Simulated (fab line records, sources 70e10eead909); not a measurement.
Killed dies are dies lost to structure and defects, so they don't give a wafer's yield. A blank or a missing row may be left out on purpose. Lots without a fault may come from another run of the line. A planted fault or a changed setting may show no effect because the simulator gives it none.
Which tool did it? | flow nand_harc | 14 lots, 42 wafers sampled, at 5 steps of a route of 1159

WHAT THE GAUGES READ, wafer by wafer
NHARC_END_SORT_01. Usual: defect_limited_yield 95.5 %, standard deviation 1.4; killed_at_array 26, standard deviation 9.7; killed_at_other 1.0, standard deviation 1.2; killed_at_periphery 3.9, standard deviation 2.6; killed_dies 31, standard deviation 9.7; killed_open 3.2, standard deviation 1.8; killed_short 2.0, standard deviation 1.3; sort_bin_2_pct 1.4 %, standard deviation 0.6; sort_bin_3_pct 0.23 %, standard deviation 0.2; sort_bin_4_pct 2.9 %, standard deviation 0.97; sort_n_pass 646, standard deviation 9.7; sort_rim_yield_pct 95.7 %, standard deviation 2.6; sort_yield_pct 95.5 %, standard deviation 1.4.
lot  | measured     | on        | defect_limited_yield (%) | killed_at_array | killed_at_other | killed_at_periphery | killed_dies | killed_open | killed_short | sort_bin_2_pct (%) | sort_bin_3_pct (%) | sort_bin_4_pct (%) | sort_n_pass | sort_rim_yield_pct (%) | sort_yield_pct (%) | flag
L739 | day 19 13:53 | prober-01 | 95.9 95.1 96.0           | 23 29 23        | 3 2 2           | 2 2 2               | 28 33 27    | 3 5 6       | 2 3 0        | 1.2 1.2 1.3        | 0.44 0.15 0.44     | 2.5 3.5 2.2        | 649 644 650 | 99.1 94.3 95.3         | 95.9 95.1 96.0     |
L740 | day 19 21:43 | prober-01 | 96.9 96.0 96.2           | 17 23 23        | 2 1 2           | 2 3 1               | 21 27 26    | 1 2 3       | 1 3 2        | 0.4 1.3 0.6        | 0 0.44 0.30        | 2.7 2.2 3.0        | 656 650 651 | 95.3 93.4 99.1         | 96.9 96.0 96.2     |
L741 | day 19 20:47 | prober-02 | 96.2 95.6 95.6           | 21 26 26        | 1 2 1           | 4 2 3               | 26 30 30    | 2 4 2       | 2 1 3        | 1.3 1.5 1.8        | 0 0.30 0.15        | 2.5 2.7 2.5        | 651 647 647 | 99.1 92.5 99.1         | 96.2 95.6 95.6     |
L743 | day 20 04:37 | prober-02 | 95.7 96.9 95.7           | 23 14 28        | 0 0 0           | 6 7 1               | 29 21 29    | 3 4 6       | 1 2 1        | 2.1 0.9 1.0        | 0.30 0.15 0.15     | 1.9 2.1 3.1        | 648 656 648 | 94.3 98.1 94.3         | 95.7 96.9 95.7     |
L744 | day 20 21:47 | prober-01 | 94.7 93.6 94.1           | 30 41 33        | 3 0 1           | 3 2 6               | 36 43 40    | 4 6 2       | 1 2 2        | 1.9 1.5 1.9        | 0 0.15 0           | 3.4 4.7 4.0        | 641 634 637 | 95.3 96.2 96.2         | 94.7 93.6 94.1     |
L749 | day 21 05:54 | prober-02 | 95.1 95.1 94.5           | 31 30 28        | 0 0 1           | 2 3 8               | 33 33 37    | 5 3 4       | 2 2 2        | 1.6 1.6 1.2        | 0.15 0.44 0.59     | 3.1 2.8 3.7        | 644 644 640 | 99.1 93.4 93.4         | 95.1 95.1 94.5     |
L745 | day 21 10:55 | prober-01 | 96.5 97.6 97.8           | 19 14 11        | 1 0 0           | 4 2 4               | 24 16 15    | 7 0 3       | 4 3 2        | 1.2 0.7 1.0        | 0 0 0              | 2.4 1.6 1.2        | 653 661 662 | 99.1 99.1 99.1         | 96.5 97.6 97.8     |
L746 | day 21 21:27 | prober-02 | 97.9 97.8 97.9           | 13 12 13        | 0 0 0           | 1 3 1               | 14 15 14    | 1 2 4       | 1 2 3        | 0.6 0.6 0.6        | 0 0 0.30           | 1.5 1.6 1.2        | 663 662 663 | 96.2 100.0 96.2        | 97.9 97.8 97.9     |
L753 | day 22 12:08 | prober-02 | 95.3 0 0                 | 31 32 28        | 1 643 647       | 0 2 2               | 32 677 677  | 4 2 4       | 3 5 4        | 1.5 2.2 2.1        | 0.30 95.27 95.72   | 3.0 2.5 2.2        | 645 0 0     | 98.1 0 0               | 95.3 0 0           | OFF
L754 | day 23 21:55 | prober-01 | 93.9 94.7 0              | 38 34 43        | 0 0 634         | 3 2 0               | 41 36 677   | 1 0 3       | 4 2 2        | 2.1 2.2 2.1        | 0.59 0.30 93.94    | 3.4 2.8 4.0        | 636 641 0   | 88.7 90.6 0            | 93.9 94.7 0        | OFF
L758 | day 24 05:40 | prober-01 | 95.1 93.6 92.6           | 33 41 47        | 0 1 3           | 0 1 0               | 33 43 50    | 1 4 2       | 0 3 1        | 1.5 2.4 2.1        | 0.15 0 0.15        | 3.2 4.0 5.2        | 644 634 627 | 92.5 93.4 95.3         | 95.1 93.6 92.6     |
L759 | day 24 08:17 | prober-02 | 94.7 94.1 95.3           | 31 26 32        | 1 6 0           | 4 8 0               | 36 40 32    | 3 2 3       | 2 2 2        | 1.9 1.5 2.5        | 0.44 0.44 0.44     | 3.0 4.0 1.8        | 641 637 645 | 89.6 95.3 93.4         | 94.7 94.1 95.3     |
L760 | day 25 03:33 | prober-01 | 96.3 96.0 96.8           | 18 20 21        | 3 2 1           | 4 5 0               | 25 27 22    | 5 2 3       | 0 1 0        | 1.0 1.3 0.7        | 0.15 0.30 0.30     | 2.5 2.4 2.2        | 652 650 655 | 98.1 100.0 98.1        | 96.3 96.0 96.8     |
L761 | day 25 11:17 | prober-02 | 94.1 92.6 95.4           | 31 38 24        | 1 2 2           | 8 10 5              | 40 50 31    | 3 4 1       | 2 4 2        | 1.8 3.2 1.5        | 0.59 0.15 0.15     | 3.5 4.0 3.0        | 637 627 646 | 95.3 87.7 95.3         | 94.1 92.6 95.4     |

WHICH TOOL RAN EACH LOT (tool, then ch and the chambers of the sampled wafers, then the start)
lot  | NHARC_THIN_TSV_DEGAS_49      | NHARC_THIN_TSV_PVD_51                   | NHARC_THIN_TSV_DEGAS_53      | NHARC_THIN_TSV_PVD_24
L739 | pvd_sputter-03, day 19 00:15 | pvd_sputter-03, day 19 02:28 or earlier | pvd_sputter-02, day 19 02:28 | pvd_sputter-02, day 19 02:49
L740 | pvd_sputter-03, day 19 02:05 | pvd_sputter-03, day 19 04:05 or earlier | pvd_sputter-03, day 19 04:05 | pvd_sputter-03, day 19 04:23
L741 | pvd_sputter-01, day 19 02:20 | pvd_sputter-01, day 19 04:25 or earlier | pvd_sputter-02, day 19 04:25 | pvd_sputter-02, day 19 04:41
L743 | pvd_sputter-01, day 19 09:50 | pvd_sputter-01, day 19 12:08 or earlier | pvd_sputter-01, day 19 12:08 | pvd_sputter-01, day 19 12:29
L744 | pvd_sputter-02, day 20 09:38 | pvd_sputter-02, day 20 11:49 or earlier | pvd_sputter-02, day 20 11:49 | pvd_sputter-02, day 20 12:10
L749 | pvd_sputter-01, day 20 14:28 | pvd_sputter-01, day 20 16:28 or earlier | pvd_sputter-03, day 20 16:28 | pvd_sputter-03, day 20 16:52
L745 | pvd_sputter-03, day 20 20:31 | pvd_sputter-03, day 20 22:37 or earlier | pvd_sputter-03, day 20 22:37 | pvd_sputter-03, day 20 22:53
L746 | pvd_sputter-02, day 21 04:19 | pvd_sputter-02, day 21 06:23 or earlier | pvd_sputter-01, day 21 06:23 | pvd_sputter-01, day 21 06:41
L753 | pvd_sputter-03, day 21 21:52 | pvd_sputter-03, day 21 23:55 or earlier | pvd_sputter-02, day 21 23:55 | pvd_sputter-02, day 22 00:19
L754 | pvd_sputter-02, day 23 00:19 | pvd_sputter-02, day 23 02:19 or earlier | pvd_sputter-02, day 23 02:19 | pvd_sputter-02, day 23 02:37
L758 | pvd_sputter-03, day 23 09:20 | pvd_sputter-03, day 23 11:22 or earlier | pvd_sputter-01, day 23 11:22 | pvd_sputter-01, day 23 11:40
L759 | pvd_sputter-03, day 23 12:37 | pvd_sputter-03, day 23 14:34 or earlier | pvd_sputter-01, day 23 14:34 | pvd_sputter-01, day 23 14:59
L760 | pvd_sputter-01, day 24 16:40 | pvd_sputter-01, day 24 18:38 or earlier | pvd_sputter-01, day 24 18:38 | pvd_sputter-01, day 24 19:02
L761 | pvd_sputter-01, day 24 19:16 | pvd_sputter-01, day 24 21:36 or earlier | pvd_sputter-03, day 24 21:36 | pvd_sputter-03, day 24 21:53
- NHARC_THIN_TSV_DEGAS_49: time 120 s.
- NHARC_THIN_TSV_PVD_51: deposits Cu, target thk 100 nm.
- NHARC_THIN_TSV_DEGAS_53: time 60 s.
- NHARC_THIN_TSV_PVD_24: deposits Al, target thk 800 nm.

WHAT THE TOOLS THEMSELVES READ (means of the sampled wafers that have a number; where no wafer has one, the mark that the record gives instead)
NHARC_THIN_TSV_DEGAS_49. Usual: heater_power_w 484 W, standard deviation 57.
lot  | tool           | heater_power_w (W) | flag
L739 | pvd_sputter-03 | 481                |
L740 | pvd_sputter-03 | 499                |
L741 | pvd_sputter-01 | 485                |
L743 | pvd_sputter-01 | 493                |
L744 | pvd_sputter-02 | 563                |
L749 | pvd_sputter-01 | 485                |
L745 | pvd_sputter-03 | 457                |
L746 | pvd_sputter-02 | 510                |
L753 | pvd_sputter-03 | 449                |
L754 | pvd_sputter-02 | 527                |
L758 | pvd_sputter-03 | 448                |
L759 | pvd_sputter-03 | 455                |
L760 | pvd_sputter-01 | 461                |
L761 | pvd_sputter-01 | 481                |

NHARC_THIN_TSV_PVD_51. Usual: throttle_valve_pct 30.3 %, standard deviation 1.1.
lot  | tool           | throttle_valve_pct (%) | flag
L739 | pvd_sputter-03 | 30.7                   |
L740 | pvd_sputter-03 | 32.5                   |
L741 | pvd_sputter-01 | 29.4                   |
L743 | pvd_sputter-01 | 29.3                   |
L744 | pvd_sputter-02 | 30.4                   |
L749 | pvd_sputter-01 | 29.2                   |
L745 | pvd_sputter-03 | 31.1                   |
L746 | pvd_sputter-02 | 30.0                   |
L753 | pvd_sputter-03 | 30.5                   |
L754 | pvd_sputter-02 | 29.7                   |
L758 | pvd_sputter-03 | 31.2                   |
L759 | pvd_sputter-03 | 30.8                   |
L760 | pvd_sputter-01 | 30.2                   |
L761 | pvd_sputter-01 | 29.9                   |

NHARC_THIN_TSV_DEGAS_53. Usual: heater_power_w 481 W, standard deviation 54.
lot  | tool           | heater_power_w (W) | flag
L739 | pvd_sputter-02 | 576                |
L740 | pvd_sputter-03 | 440                |
L741 | pvd_sputter-02 | 531                |
L743 | pvd_sputter-01 | 475                |
L744 | pvd_sputter-02 | 553                |
L749 | pvd_sputter-03 | 435                |
L745 | pvd_sputter-03 | 502                |
L746 | pvd_sputter-01 | 468                |
L753 | pvd_sputter-02 | 495                |
L754 | pvd_sputter-02 | 540                |
L758 | pvd_sputter-01 | 460                |
L759 | pvd_sputter-01 | 455                |
L760 | pvd_sputter-01 | 461                |
L761 | pvd_sputter-03 | 501                |

THE ANSWER, worked out from the rows above alone
Rule: a lot is off if the mean of its wafers that have a number lies more than 3 standard deviations from the usual mean. A lot without any number at a reading at which 4 lots or more have one is off too. The other lots that the step has rows for count as sound. The gauges are gone through in route order, then the tools' own readings, and for those a lot's mean is taken as printed above. The first step at which some lot is off is used, and at that step the reading that is off furthest; a lot without a number counts as furthest.
Off: L753, L754, at NHARC_END_SORT_01 (killed_at_other).
A tool fits if, at a process step before that reading, it ran every lot that is off, and no sound lot after the first of them. The gauges at NHARC_END_SORT_01 are tried like those tools. NHARC_THIN_TSV_PVD_51 gives no start for some lots, so the hours and the order of its lots are those of NHARC_THIN_TSV_DEGAS_53. One fits: pvd_sputter-02 at NHARC_THIN_TSV_DEGAS_53 and NHARC_THIN_TSV_PVD_24. At NHARC_THIN_TSV_DEGAS_53 its last sound lot is L744 (day 20 11:49), its first lot that is off L753 (day 21 23:55): a fault that began between those two fits.

WHAT THE SIMULATOR HAD PUT IN
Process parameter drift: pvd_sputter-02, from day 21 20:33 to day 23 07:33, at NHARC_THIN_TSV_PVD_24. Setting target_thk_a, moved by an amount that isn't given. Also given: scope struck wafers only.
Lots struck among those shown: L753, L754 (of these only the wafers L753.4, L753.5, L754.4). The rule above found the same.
